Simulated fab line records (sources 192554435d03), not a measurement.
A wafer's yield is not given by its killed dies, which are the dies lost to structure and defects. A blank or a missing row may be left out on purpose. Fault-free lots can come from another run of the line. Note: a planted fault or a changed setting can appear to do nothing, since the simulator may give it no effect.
Comparing a struck lot with a sound one | flow n5 finfet | 15 steps out of a route of 1938
Sound: wafers L975.2, L975.3, L975.5. Struck: wafers L980.4, L980.6. The cause comes at the end.
Order at every step that has rows: each side's tool, ch and its chambers, its first start. Under that, the readings that differ: sound wafers | struck wafers | difference of the means | sigmas: that difference in standard deviations of wafers without a fault.
alike: readings with means less than 2 such deviations apart, plus words and numbers identical on both sides. not compared: withheld readings, readings lacking a value on some wafer, bounds such as >300 that could conceal the same value, and numbers that have no deviation in the record and whose values overlap.
The two part at a step that has a row with sigmas, a row that says differs or no value, or rows on one side only. Numbers that have no deviation but don't overlap get no sigmas and don't part them. A reading that every wafer of one side lacks parts them only if that side has two wafers or more.

N5_BEOL_M11_STRIP_77: strips in N2/H2, time 10 s.
  sound on rie diel-02 ch 0,1,3; struck on rie diel-05 ch 1
  reading      | sound          | struck    | difference | sigmas
  rf vpp V (V) | 60.2 60.5 60.3 | 58.3 59.1 | -1.6       | -2
  alike: drypump motor current A, oes product au, showerhead plenum p Torr, throttle valve pct
  not compared: rf hours counter h
N5_BEOL_M11_OCD_MEAS_38:
  sound: ocd-02 at day 11 11:28; struck: ocd-02 at day 13 10:55
  alike: trench depth nm
then, 4 steps without rows for these wafers: N5_BEOL_M11_HM_STRIP_39 (strips TiN in peroxide tin strip, target depth 25 nm, time 158 s); N5_BEOL_M11_SRD_40 (time 30 s); N5_BEOL_M11_PRECLEAN_42 (cleans in residue remover, time 60 s); N5_BEOL_M11_SRD_43 (time 30 s).
N5_BEOL_M11_CD_MEAS_35: target cd 70 nm.
  sound: cd sem-02 at day 11 11:38; struck: cd sem-03 at day 13 11:05
  alike: cd nm
then, 2 steps without rows for these wafers: N5_BEOL_M11_CURE_72 (cures SiCOH lowk, time 120 s); N5_BEOL_M11_DEGAS_44 (time 60 s).
N5_BEOL_M11_PRE_CLEAN_45: time 30 s.
  sound: pvd sputter-02 at day 11 12:20; struck: pvd sputter-03 at day 13 11:34
  alike: heater power w
N5_BEOL_M11_ALD_74: deposits TaN, target thk 2 nm, pulse time 2 s, purge time 3 s.
  sound on ald metal-03 ch 0,1, day 11 12:24; struck on ald metal-03 ch 1,2, day 13 11:38
  alike: chamber pressure Torr, heater power outer w, heater power w
N5_BEOL_M11_SURFACE_TREAT_76:
  sound: pvd sputter-02 at day 11 14:16; struck: pvd sputter-02 at day 13 11:58
  not compared: throttle valve pct
N5_BEOL_M11_CVD_75: deposits Co from CCTBA/H2, target thk 2 nm, time 138.9 s.
  sound on cvd co-02 ch 0,2, day 11 14:33; struck on cvd co-02 ch 0,2, day 13 12:04
  reading          | sound             | struck      | difference | sigmas
  run length s (s) | 162.5 162.7 162.9 | 203.6 203.1 | +40.7      | +65
  alike: chamber pressure Torr
N5_BEOL_M11_SPUTTER_48: material Cu, target thk 12 nm, time 2 s.
  sound: pvd sputter-03 at day 11 16:28; struck: pvd sputter-02 at day 13 12:11
  alike: throttle valve pct
following that, these wafers have no rows for 1 step: N5_PASSIVATION_PROBE_49.

== WHERE THEY PART ==
First at N5_BEOL_M11_STRIP_77; last, within this record, at N5_BEOL_M11_CVD_75. Later steps at which nothing parts them and some readings are alike: N5_BEOL_M11_SPUTTER_48.

WHY: the cause the simulator had injected
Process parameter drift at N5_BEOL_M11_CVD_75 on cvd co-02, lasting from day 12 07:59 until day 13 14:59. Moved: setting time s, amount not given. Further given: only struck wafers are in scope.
